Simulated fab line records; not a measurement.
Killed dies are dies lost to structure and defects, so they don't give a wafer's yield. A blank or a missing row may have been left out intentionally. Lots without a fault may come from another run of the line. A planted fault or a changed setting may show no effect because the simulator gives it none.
Split-lot trial :: flow n5 finfet :: 39 wafers read from 7 lots, route of 1938 steps

## SPLIT DETAILS
At N5_WELL_APT_EXPOSE_05 (exposes mask NWELL, defocus 0 nm, target cd 200 nm), the setting dose mj was moved away from the recipe's 20.3 on 15 of the 39 wafers read, by -5.2% to +7.6%. This setting was run at the recipe's value on the other wafers.

## FROM THE SPLIT TO THE READING: what the file shows between them, 3 steps
- N5_WELL_APT_PEB_06: peb time 90 s
- N5_WELL_APT_DEVELOP_07: develop time 45 s
- N5_WELL_APT_HARDBAKE_12: time 120 s

## THE READING
At N5_WELL_APT_CD_MEAS_08: cd nm in nanometres, against a target cd of 200 nm. On this fab line, fault-free wafers typically give 200.2 nm with a standard deviation of 1.3 nm.

wafer: L074.1
tool, chamber at the split: krf scanner-01, 0
dose mj as run: 20.3
against the recipe: recipe
cd nm, nm: 201.0
against lot-mates on the recipe: -

wafer: L074.2
tool, chamber at the split: krf scanner-01, 0
dose mj as run: 20.3
against the recipe: recipe
cd nm, nm: 198.6
against lot-mates on the recipe: -

wafer: L074.6
tool, chamber at the split: krf scanner-01, 0
dose mj as run: 20.3
against the recipe: recipe
cd nm, nm: 200.2
against lot-mates on the recipe: -

wafer: L076.1
tool, chamber at the split: krf scanner-02, 0
dose mj as run: 20.3
against the recipe: recipe
cd nm, nm: 199.8
against lot-mates on the recipe: -

wafer: L076.2
tool, chamber at the split: krf scanner-02, 0
dose mj as run: 20.3
against the recipe: recipe
cd nm, nm: 202.5
against lot-mates on the recipe: -

wafer: L076.3
tool, chamber at the split: krf scanner-02, 0
dose mj as run: 20.3
against the recipe: recipe
cd nm, nm: 201.0
against lot-mates on the recipe: -

wafer: L076.4
tool, chamber at the split: krf scanner-02, 0
dose mj as run: 20.3
against the recipe: recipe
cd nm, nm: 200.1
against lot-mates on the recipe: -

wafer: L076.5
tool, chamber at the split: krf scanner-02, 0
dose mj as run: 20.3
against the recipe: recipe
cd nm, nm: 201.5
against lot-mates on the recipe: -

wafer: L076.6
tool, chamber at the split: krf scanner-02, 0
dose mj as run: 20.3
against the recipe: recipe
cd nm, nm: 201.8
against lot-mates on the recipe: -

wafer: L086.1
tool, chamber at the split: krf scanner-02, 0
dose mj as run: 21.12
against the recipe: +4.0%
cd nm, nm: 208.5
against lot-mates on the recipe: +8.2

wafer: L086.2
tool, chamber at the split: krf scanner-02, 0
dose mj as run: 20.3
against the recipe: recipe
cd nm, nm: 200.6
against lot-mates on the recipe: -

wafer: L086.3
tool, chamber at the split: krf scanner-02, 0
dose mj as run: 21.12
against the recipe: +4.0%
cd nm, nm: 208.3
against lot-mates on the recipe: +8.0

wafer: L086.4
tool, chamber at the split: krf scanner-02, 0
dose mj as run: 20.3
against the recipe: recipe
cd nm, nm: 199.7
against lot-mates on the recipe: -

wafer: L086.5
tool, chamber at the split: krf scanner-02, 0
dose mj as run: 21.12
against the recipe: +4.0%
cd nm, nm: 210.0
against lot-mates on the recipe: +9.7

wafer: L086.6
tool, chamber at the split: krf scanner-02, 0
dose mj as run: 20.3
against the recipe: recipe
cd nm, nm: 200.6
against lot-mates on the recipe: -

wafer: L089.1
tool, chamber at the split: krf scanner-01, 0
dose mj as run: 19.24
against the recipe: -5.2%
cd nm, nm: 191.2
against lot-mates on the recipe: -8.9

wafer: L089.2
tool, chamber at the split: krf scanner-01, 0
dose mj as run: 20.3
against the recipe: recipe
cd nm, nm: 200.0
against lot-mates on the recipe: -

wafer: L089.3
tool, chamber at the split: krf scanner-01, 0
dose mj as run: 20.3
against the recipe: recipe
cd nm, nm: 199.2
against lot-mates on the recipe: -

wafer: L089.4
tool, chamber at the split: krf scanner-01, 0
dose mj as run: 19.24
against the recipe: -5.2%
cd nm, nm: 192.0
against lot-mates on the recipe: -8.1

wafer: L089.5
tool, chamber at the split: krf scanner-01, 0
dose mj as run: 20.3
against the recipe: recipe
cd nm, nm: 201.0
against lot-mates on the recipe: -

wafer: L089.6
tool, chamber at the split: krf scanner-01, 0
dose mj as run: 19.24
against the recipe: -5.2%
cd nm, nm: 191.0
against lot-mates on the recipe: -9.1

wafer: L091.1
tool, chamber at the split: krf scanner-01, 0
dose mj as run: 21.06
against the recipe: +3.7%
cd nm, nm: 206.1
against lot-mates on the recipe: +6.3

wafer: L091.2
tool, chamber at the split: krf scanner-01, 0
dose mj as run: 20.3
against the recipe: recipe
cd nm, nm: 200.1
against lot-mates on the recipe: -

wafer: L091.3
tool, chamber at the split: krf scanner-01, 0
dose mj as run: 21.06
against the recipe: +3.7%
cd nm, nm: 206.2
against lot-mates on the recipe: +6.4

wafer: L091.4
tool, chamber at the split: krf scanner-01, 0
dose mj as run: 20.3
against the recipe: recipe
cd nm, nm: 198.0
against lot-mates on the recipe: -

wafer: L091.5
tool, chamber at the split: krf scanner-01, 0
dose mj as run: 20.3
against the recipe: recipe
cd nm, nm: 201.3
against lot-mates on the recipe: -

wafer: L091.6
tool, chamber at the split: krf scanner-01, 0
dose mj as run: 21.06
against the recipe: +3.7%
cd nm, nm: 206.2
against lot-mates on the recipe: +6.4

wafer: L094.1
tool, chamber at the split: krf scanner-01, 0
dose mj as run: 21.85
against the recipe: +7.6%
cd nm, nm: 212.5
against lot-mates on the recipe: +12.1

wafer: L094.2
tool, chamber at the split: krf scanner-01, 0
dose mj as run: 21.85
against the recipe: +7.6%
cd nm, nm: 213.0
against lot-mates on the recipe: +12.6

wafer: L094.3
tool, chamber at the split: krf scanner-01, 0
dose mj as run: 21.85
against the recipe: +7.6%
cd nm, nm: 210.7
against lot-mates on the recipe: +10.3

wafer: L094.4
tool, chamber at the split: krf scanner-01, 0
dose mj as run: 20.3
against the recipe: recipe
cd nm, nm: 200.6
against lot-mates on the recipe: -

wafer: L094.5
tool, chamber at the split: krf scanner-01, 0
dose mj as run: 20.3
against the recipe: recipe
cd nm, nm: 199.4
against lot-mates on the recipe: -

wafer: L094.6
tool, chamber at the split: krf scanner-01, 0
dose mj as run: 20.3
against the recipe: recipe
cd nm, nm: 201.1
against lot-mates on the recipe: -

wafer: L097.1
tool, chamber at the split: krf scanner-01, 0
dose mj as run: 19.55
against the recipe: -3.7%
cd nm, nm: 194.0
against lot-mates on the recipe: -5.7

wafer: L097.2
tool, chamber at the split: krf scanner-01, 0
dose mj as run: 20.3
against the recipe: recipe
cd nm, nm: 199.3
against lot-mates on the recipe: -

wafer: L097.3
tool, chamber at the split: krf scanner-01, 0
dose mj as run: 19.55
against the recipe: -3.7%
cd nm, nm: 194.8
against lot-mates on the recipe: -4.9

wafer: L097.4
tool, chamber at the split: krf scanner-01, 0
dose mj as run: 19.55
against the recipe: -3.7%
cd nm, nm: 194.0
against lot-mates on the recipe: -5.7

wafer: L097.5
tool, chamber at the split: krf scanner-01, 0
dose mj as run: 20.3
against the recipe: recipe
cd nm, nm: 198.9
against lot-mates on the recipe: -

wafer: L097.6
tool, chamber at the split: krf scanner-01, 0
dose mj as run: 20.3
against the recipe: recipe
cd nm, nm: 200.8
against lot-mates on the recipe: -

FIT RESULTS
A straight line over all 39 wafers: cd nm changes by +1.66 nm for each +1% of dose mj; r = +0.98; the points scatter about the line by 1.1 nm.
The same after taking each lot's own level away (the mean of its wafers on the recipe; 39 wafers): +1.64 nm for each +1%; r = +0.98; scatter 1 nm.
That fit puts the effect of the largest move of dose mj on the reading at 13 nm.
The lots' own levels span 199.67 to 201.12 nm, that is 1.1 times the standard deviation above.
Consequently the slope shifts little with the lot-to-lot level, the two slopes agreeing.
Check: for one of the wafers moved furthest among these (+7.6%), held out of the fit, the line's prediction against its lot-mates is +12.8 nm. It came out at +12.1 nm against them.

## THE WHOLE CHAIN: every reading that the file lists as answering this split, in the file's order
step: N5_WELL_APT_CD_MEAS_08
what it does: target cd 200 nm
reading: cd nm
change (the file's fit): +1.64 nm for each +1% of the setting
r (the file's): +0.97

step: N5_WELL_APT_DESCUM_13
what it does: chemistry O2, time 7.9 s
reading: WELL_APT.cd nm (the simulator's own value, which no gauge read)
change (the file's fit): +1.62 nm for each +1% of the setting
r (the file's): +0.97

## THE FILE'S OWN FIT
cd nm changes by +1.64 nm for each +1% of dose mj, r = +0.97.
